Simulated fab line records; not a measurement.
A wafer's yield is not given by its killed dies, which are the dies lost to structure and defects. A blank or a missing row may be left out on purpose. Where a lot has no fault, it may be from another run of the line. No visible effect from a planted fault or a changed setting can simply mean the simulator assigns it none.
Which tool is to blame? | flow nand harc | 72 wafers from 24 lots sampled at 6 of the route's 1159 steps

== WHAT THE GAUGES READ, wafer by wafer ==
NHARC_A_CONTACT_CD_MEAS_53.
lot  | measured     | on        | cd nm (nm)
L075 | day 16 14:31 | cd sem-01 | 189.9 189.5 190.2
L076 | day 16 16:53 | cd sem-02 | 190.2 190.5 190.8
L077 | day 16 19:41 | cd sem-01 | 190.0 189.8 189.4
L074 | day 17 01:40 | cd sem-02 | 187.9 188.1 188.4
L078 | day 17 03:38 | cd sem-03 | 189.0 188.8 188.4
L079 | day 17 09:30 | cd sem-02 | 188.9 189.3 189.3
L080 | day 17 20:31 | cd sem-03 | 190.2 190.1 190.1
L081 | day 18 03:10 | cd sem-02 | 189.8 190.1 189.8
L082 | day 18 16:40 | cd sem-01 | 189.7 189.8 190.5
L083 | day 18 17:49 | cd sem-02 | 190.0 190.3 190.2
L084 | day 18 20:19 | cd sem-03 | 190.3 191.3 190.8
L086 | day 19 03:45 | cd sem-03 | 188.8 188.8 188.7
L087 | day 19 04:34 | cd sem-01 | 189.1 189.1 189.8
L085 | day 19 17:37 | cd sem-01 | 190.9 190.4 190.5
L088 | day 19 20:26 | cd sem-03 | 190.1 189.9 189.7
L091 | day 20 07:16 | cd sem-03 | 189.6 189.6 189.4
L089 | day 20 07:37 | cd sem-03 | 188.5 188.4 188.5
L090 | day 20 12:18 | cd sem-03 | 189.6 190.0 189.0
L092 | day 21 00:01 | cd sem-03 | 188.6 188.6 188.4
L096 | day 21 09:07 | cd sem-01 | 189.2 188.8 188.9
L094 | day 21 16:31 | cd sem-01 | 189.6 189.2 189.9
L095 | day 21 18:17 | cd sem-02 | 189.5 189.1 189.7
L093 | day 21 21:22 | cd sem-01 | 188.2 188.0 188.3
L097 | day 22 05:37 | cd sem-02 | 190.3 190.3 190.1

NHARC_A_CONTACT_OVL_MEAS_09.
lot  | measured     | on         | overlay x nm (nm) | overlay y nm (nm)
L075 | day 17 04:13 | overlay-01 | 0.2 0.8 0.8       | 0.3 0.5 0.4
L076 | day 17 08:45 | overlay-01 | 1.1 0.2 0.1       | 1.4 1.8 0.7
L077 | day 17 09:47 | overlay-01 | 0.9 0.6 1.0       | -1.8 -1.3 -1.6
L074 | day 17 14:42 | overlay-01 | 0.6 0.7 0.5       | -0.2 -0.6 -0.1
L078 | day 17 16:14 | overlay-01 | 0.2 1.3 0.9       | -0.1 0.5 -0.3
L079 | day 17 20:16 | overlay-01 | 0.5 0.8 0.8       | -0.1 -0.1 0.5
L080 | day 18 11:38 | overlay-02 | 0.5 1.2 1.1       | -0.1 -0.2 -0.7
L081 | day 18 16:55 | overlay-02 | 0.3 0.7 0.4       | -0.1 -0.4 -0.7
L082 | day 19 02:52 | overlay-01 | -0.9 -0.6 -0.4    | -0.7 -0.7 -0.5
L083 | day 19 04:17 | overlay-02 | -0.3 0.0 0.6      | -0.1 0.0 0.0
L084 | day 19 06:28 | overlay-01 | 0.4 0.6 0.2       | 1.2 1.6 0.9
L086 | day 19 16:52 | overlay-02 | 1.2 1.7 1.2       | -0.6 -0.6 0.1
L087 | day 19 17:43 | overlay-02 | -0.3 -0.5 -0.9    | 0.3 0.6 -0.1
L085 | day 20 05:17 | overlay-02 | 1.5 0.6 1.1       | -0.7 -0.4 -0.9
L088 | day 20 08:34 | overlay-01 | -0.3 0.4 -0.1     | 0.5 -0.4 -0.5
L091 | day 20 19:08 | overlay-01 | -0.3 -0.4 -0.6    | -0.2 -1.0 0.0
L089 | day 20 18:13 | overlay-02 | 1.1 1.4 1.9       | -1.4 -1.3 -1.4
L090 | day 20 22:59 | overlay-01 | -0.2 -0.2 -0.1    | -1.0 -1.0 -0.4
L092 | day 21 12:04 | overlay-02 | 0.1 0.4 0.3       | 1.3 1.1 1.4
L096 | day 21 20:32 | overlay-01 | 0.5 0.5 0.5       | 1.5 1.7 1.6
L094 | day 22 05:10 | overlay-02 | -1.2 -0.9 -1.0    | 0.7 0.3 0.0
L095 | day 22 06:45 | overlay-02 | -0.4 -1.1 0.1     | 0.4 -0.3 -0.1
L093 | day 22 07:45 | overlay-01 | -0.2 -0.9 -0.1    | 1.3 0.6 0.3
L097 | day 22 16:58 | overlay-01 | -0.8 -0.8 -0.6    | 0.6 0.6 0.5

== EACH LOT AND THE TOOL THAT RAN IT (in order: tool; ch and the chambers of the sampled wafers; start) ==
lot  | NHARC_A_CONTACT_ETCH_122             | NHARC_A_CONTACT_ETCH_75            | NHARC_A_CONTACT_ETCH_78                       | NHARC_A_CONTACT_ETCH_128
L075 | har cap etch-03 ch 0,1, day 16 13:37 | rie diel-02 ch 0,2,3, day 16 19:34 | rie diel-02 ch 0,3, day 16 21:22 or earlier   | har cap etch-02 ch 0,1, day 16 21:22
L076 | har cap etch-02 ch 0,1, day 16 15:59 | rie diel-01 ch 0,1,2, day 17 00:00 | rie diel-01 ch 1,3, day 17 01:56 or earlier   | har cap etch-03 ch 0,1, day 17 01:56
L077 | har cap etch-03 ch 0,1, day 16 18:40 | rie diel-01 ch 2,3, day 17 01:57   | rie diel-01 ch 1,2, day 17 03:43 or earlier   | har cap etch-01 ch 0,1, day 17 03:43
L074 | har cap etch-03 ch 0,1, day 17 00:46 | rie diel-07 ch 0,1,3, day 17 05:46 | rie diel-07 ch 0,1, day 17 07:39 or earlier   | har cap etch-01 ch 0,1, day 17 07:39
L078 | har cap etch-02 ch 0,1, day 17 02:26 | rie diel-01 ch 1,2,3, day 17 08:45 | rie diel-01 ch 0,2,3, day 17 10:41 or earlier | har cap etch-02 ch 0,1, day 17 10:41
L079 | har cap etch-03 ch 0,1, day 17 08:32 | rie diel-01 ch 0,1, day 17 13:48   | rie diel-01 ch 0,1, day 17 15:29 or earlier   | har cap etch-03 ch 1, day 17 15:29
L080 | har cap etch-03 ch 0,1, day 17 19:38 | rie diel-01 ch 2,3, day 18 00:35   | rie diel-01 ch 1,2, day 18 02:17 or earlier   | har cap etch-03 ch 0,1, day 18 02:17
L081 | har cap etch-02 ch 0,1, day 18 01:56 | rie diel-02 ch 1,3, day 18 10:34   | rie diel-02 ch 0,1, day 18 12:14 or earlier   | har cap etch-01 ch 0,1, day 18 12:14
L082 | har cap etch-03 ch 0,1, day 18 15:44 | rie diel-01 ch 1,2,3, day 18 20:31 | rie diel-01 ch 2,3, day 18 22:20 or earlier   | har cap etch-01 ch 0,1, day 18 22:20
L083 | har cap etch-01 ch 0,1, day 18 16:53 | rie diel-01 ch 0,1, day 18 22:11   | rie diel-01 ch 1,2,3, day 18 23:52 or earlier | har cap etch-03 ch 0,1, day 18 23:52
L084 | har cap etch-02 ch 0,1, day 18 19:25 | rie diel-01 ch 1,2,3, day 19 00:10 | rie diel-01 ch 1,2, day 19 01:55 or earlier   | har cap etch-02 ch 0,1, day 19 01:55
L086 | har cap etch-01 ch 0,1, day 19 02:50 | rie diel-07 ch 1,2,3, day 19 07:17 | rie diel-07 ch 0,1,2, day 19 08:57 or earlier | har cap etch-02 ch 0,1, day 19 08:57
L087 | har cap etch-03 ch 0,1, day 19 03:39 | rie diel-01 ch 0,2,3, day 19 08:08 | rie diel-01 ch 1,2,3, day 19 09:48 or earlier | har cap etch-01 ch 0,1, day 19 09:48
L085 | har cap etch-03 ch 1, day 19 16:34   | rie diel-07 ch 0,1,2, day 19 21:42 | rie diel-07 ch 1,2,3, day 19 23:35 or earlier | har cap etch-02 ch 0,1, day 19 23:35
L088 | har cap etch-01 ch 0,1, day 19 19:32 | rie diel-01 ch 0,1,3, day 20 01:41 | rie diel-01 ch 0,1,2, day 20 03:35 or earlier | har cap etch-03 ch 0,1, day 20 03:35
L091 | har cap etch-01 ch 0,1, day 20 06:21 | rie diel-07 ch 0,2,3, day 20 11:04 | rie diel-07 ch 0,2,3, day 20 12:44 or earlier | har cap etch-03 ch 0,1, day 20 12:44
L089 | har cap etch-02 ch 0,1, day 20 06:43 | rie diel-01 ch 0,1,2, day 20 11:20 | rie diel-01 ch 1,3, day 20 13:09 or earlier   | har cap etch-01 ch 0,1, day 20 13:09
L090 | har cap etch-02 ch 0,1, day 20 11:25 | rie diel-01 ch 0,1,3, day 20 16:40 | rie diel-01 ch 0,1,3, day 20 18:23 or earlier | har cap etch-02 ch 0,1, day 20 18:23
L092 | har cap etch-02 ch 0, day 20 23:07   | rie diel-01 ch 0,2, day 21 03:35   | rie diel-01 ch 0,1,2, day 21 05:18 or earlier | har cap etch-01 ch 0,1, day 21 05:18
L096 | har cap etch-02 ch 0,1, day 21 08:14 | rie diel-02 ch 0,2,3, day 21 14:19 | rie diel-02 ch 1,2,3, day 21 16:01 or earlier | har cap etch-02 ch 0,1, day 21 16:01
L094 | har cap etch-01 ch 0,1, day 21 15:38 | rie diel-02 ch 0,1,2, day 21 20:06 | rie diel-02 ch 0,1,3, day 21 21:53 or earlier | har cap etch-02 ch 0,1, day 21 21:53
L095 | har cap etch-03 ch 0,1, day 21 17:11 | rie diel-07 ch 0,1,2, day 21 23:37 | rie diel-07 ch 0,1,2, day 22 01:17 or earlier | har cap etch-01 ch 0,1, day 22 01:17
L093 | har cap etch-01 ch 0,1, day 21 20:26 | rie diel-01 ch 0,3, day 22 01:02   | rie diel-01 ch 0,3, day 22 03:00 or earlier   | har cap etch-03 ch 0,1, day 22 03:00
L097 | har cap etch-02 ch 0,1, day 22 04:40 | rie diel-01 ch 1,3, day 22 09:21   | rie diel-01 ch 1,2,3, day 22 11:19 or earlier | har cap etch-01 ch 0,1, day 22 11:19
- NHARC_A_CONTACT_ETCH_122: etches the open film in C4F8/O2/Ar, time 95 s, target depth 930 nm.
- NHARC_A_CONTACT_ETCH_75: etches the open film in CF4, target depth 39 nm, time 65 s.
- NHARC_A_CONTACT_ETCH_78: etches the open film in O2/COS, target depth 2800 nm, time 728 s.
- NHARC_A_CONTACT_ETCH_128: etches the open film in C4F8/O2/Ar, time 155 s, target depth 956 nm.

== WHAT THE TOOLS THEMSELVES READ (means of the sampled wafers that have a number; where no wafer has one, the mark that the record gives instead) ==
NHARC_A_CONTACT_ETCH_75.
lot  | tool        | bias w (W) | drypump motor current A (A) | oes product au (a.u.) | rf fwd power W (W) | rf vpp V (V) | showerhead plenum p Torr (Torr) | throttle valve pct (%)
L075 | rie diel-02 | 100.05     | 5.70                        | 0.996                 | 296.1              | 151.6        | 1.80                            | 13.286
L076 | rie diel-01 | 100.12     | 5.93                        | 0.995                 | 297.4              | 151.9        | 1.83                            | 13.288
L077 | rie diel-01 | 100.16     | 5.67                        | 1.002                 | 297.1              | 151.7        | 1.71                            | 13.278
L074 | rie diel-07 | 99.79      | 5.58                        | 1.004                 | 297.8              | 151.3        | 1.78                            | 13.288
L078 | rie diel-01 | 100.22     | 5.77                        | 0.996                 | 296.5              | 152.1        | 1.77                            | 13.292
L079 | rie diel-01 | 100.06     | 5.99                        | 1.000                 | 297.1              | 151.7        | 1.83                            | 13.281
L080 | rie diel-01 | 100.16     | 5.68                        | 0.997                 | 295.5              | 150.6        | 1.71                            | 13.286
L081 | rie diel-02 | 100.06     | 5.88                        | 0.993                 | 296.2              | 151.6        | 1.76                            | 13.285
L082 | rie diel-01 | 99.88      | 5.74                        | 0.998                 | 296.7              | 151.4        | 1.77                            | 13.276
L083 | rie diel-01 | 99.79      | 6.07                        | 1.010                 | 297.0              | 152.4        | 1.81                            | 13.290
L084 | rie diel-01 | 100.08     | 5.75                        | 1.000                 | 297.4              | 150.5        | 1.77                            | 13.286
L086 | rie diel-07 | 100.08     | 5.55                        | 1.009                 | 297.7              | 151.8        | 1.78                            | 13.284
L087 | rie diel-01 | 100.41     | 5.83                        | 0.991                 | 297.9              | 151.0        | 1.76                            | 13.290
L085 | rie diel-07 | 100.01     | 5.63                        | 1.006                 | 296.1              | 151.8        | 1.80                            | 13.284
L088 | rie diel-01 | 100.19     | 5.89                        | 1.007                 | 297.0              | 150.8        | 1.76                            | 13.293
L091 | rie diel-07 | 99.78      | 5.58                        | 1.009                 | 296.9              | 151.7        | 1.79                            | 13.277
L089 | rie diel-01 | 99.85      | 5.90                        | 0.999                 | 296.4              | 152.7        | 1.82                            | 13.282
L090 | rie diel-01 | 100.15     | 5.92                        | 0.995                 | 297.3              | 150.6        | 1.75                            | 13.287
L092 | rie diel-01 | 100.00     | 5.84                        | 0.994                 | 297.4              | 151.5        | 1.82                            | 13.285
L096 | rie diel-02 | 99.82      | 5.70                        | 1.005                 | 296.2              | 150.9        | 1.79                            | 13.279
L094 | rie diel-02 | 100.11     | 5.49                        | 1.001                 | 296.2              | 150.1        | 1.74                            | 13.288
L095 | rie diel-07 | 99.80      | 5.66                        | 1.002                 | 297.5              | 151.0        | 1.79                            | 13.281
L093 | rie diel-01 | 99.99      | 5.99                        | 1.008                 | 298.0              | 152.1        | 1.83                            | 13.285
L097 | rie diel-01 | 99.71      | 5.75                        | 0.997                 | 297.4              | 153.3        | 1.88                            | 13.287

NHARC_A_CONTACT_ETCH_78.
lot  | tool        | bias w (W) | drypump motor current A (A) | oes product au (a.u.) | rf fwd power W (W) | rf vpp V (V) | showerhead plenum p Torr (Torr) | throttle valve pct (%)
L075 | rie diel-02 | 300.7      | 5.94                        | 0.999                 | 498.9              | 313.8        | 3.07                            | 28.334
L076 | rie diel-01 | 299.7      | 5.76                        | 1.008                 | 499.6              | 312.6        | 3.01                            | 28.332
L077 | rie diel-01 | 299.9      | 5.75                        | 0.993                 | 498.7              | 316.6        | 3.26                            | 28.334
L074 | rie diel-07 | 299.1      | 5.69                        | 0.998                 | 497.6              | 315.4        | 3.19                            | 28.322
L078 | rie diel-01 | 300.0      | 5.85                        | 0.995                 | 499.1              | 314.1        | 3.11                            | 28.330
L079 | rie diel-01 | 300.4      | 6.10                        | 1.001                 | 500.8              | 315.4        | 3.20                            | 28.331
L080 | rie diel-01 | 300.5      | 5.78                        | 0.998                 | 499.8              | 315.7        | 3.25                            | 28.335
L081 | rie diel-02 | 299.9      | 5.73                        | 0.994                 | 498.1              | 312.4        | 2.97                            | 28.332
L082 | rie diel-01 | 300.0      | 5.70                        | 0.989                 | 499.0              | 314.7        | 3.13                            | 28.332
L083 | rie diel-01 | 299.5      | 5.76                        | 0.999                 | 500.3              | 313.6        | 3.13                            | 28.334
L084 | rie diel-01 | 301.5      | 5.77                        | 0.996                 | 499.7              | 316.1        | 3.25                            | 28.334
L086 | rie diel-07 | 300.3      | 5.64                        | 0.999                 | 500.7              | 315.1        | 3.17                            | 28.332
L087 | rie diel-01 | 300.1      | 5.75                        | 0.997                 | 497.6              | 313.7        | 3.13                            | 28.330
L085 | rie diel-07 | 300.2      | 5.56                        | 1.000                 | 500.3              | 314.7        | 3.13                            | 28.330
L088 | rie diel-01 | 299.7      | 5.92                        | 1.001                 | 500.5              | 315.9        | 3.22                            | 28.333
L091 | rie diel-07 | 299.0      | 5.60                        | 1.001                 | 499.2              | 314.8        | 3.16                            | 28.319
L089 | rie diel-01 | 300.2      | 5.78                        | 0.999                 | 498.7              | 314.4        | 3.12                            | 28.329
L090 | rie diel-01 | 299.3      | 5.93                        | 0.996                 | 499.0              | 314.6        | 3.10                            | 28.332
L092 | rie diel-01 | 299.9      | 5.93                        | 0.997                 | 499.6              | 316.2        | 3.22                            | 28.337
L096 | rie diel-02 | 299.5      | 5.57                        | 1.009                 | 499.9              | 315.1        | 3.14                            | 28.329
L094 | rie diel-02 | 299.7      | 5.83                        | 0.997                 | 498.7              | 313.0        | 3.03                            | 28.319
L095 | rie diel-07 | 301.0      | 5.65                        | 0.999                 | 498.0              | 314.6        | 3.16                            | 28.323
L093 | rie diel-01 | 299.1      | 5.87                        | 0.998                 | 500.6              | 317.2        | 3.30                            | 28.333
L097 | rie diel-01 | 300.0      | 5.76                        | 1.002                 | 500.5              | 316.7        | 3.28                            | 28.334

== THE ANSWER, worked out from the rows above alone ==
Rule: the usual values come from the lots themselves. The widest of any qualifying gaps counts: lots, ordered by their means at a reading, are off when they make up no more than a third of the lots, leave a main group of 4 or more, and stand apart from it by 3 or more times the standard deviation of that group's means. A main group whose means are all the same, to the digits that the tables above print for the reading, isn't used. Also off: a lot with no number at a reading for which 4 or more lots have one. All remaining lots with rows at the step are treated as sound. Order of review: gauges by route order, followed by the tools' own readings, for which a lot's mean as printed above is used. The first step at which some lot is off is used, and at that step the reading that is off furthest; a lot without a number counts as furthest.
No lot is off at any reading shown: from this, nothing can be told.

== WHAT THE SIMULATOR HAD INSERTED ==
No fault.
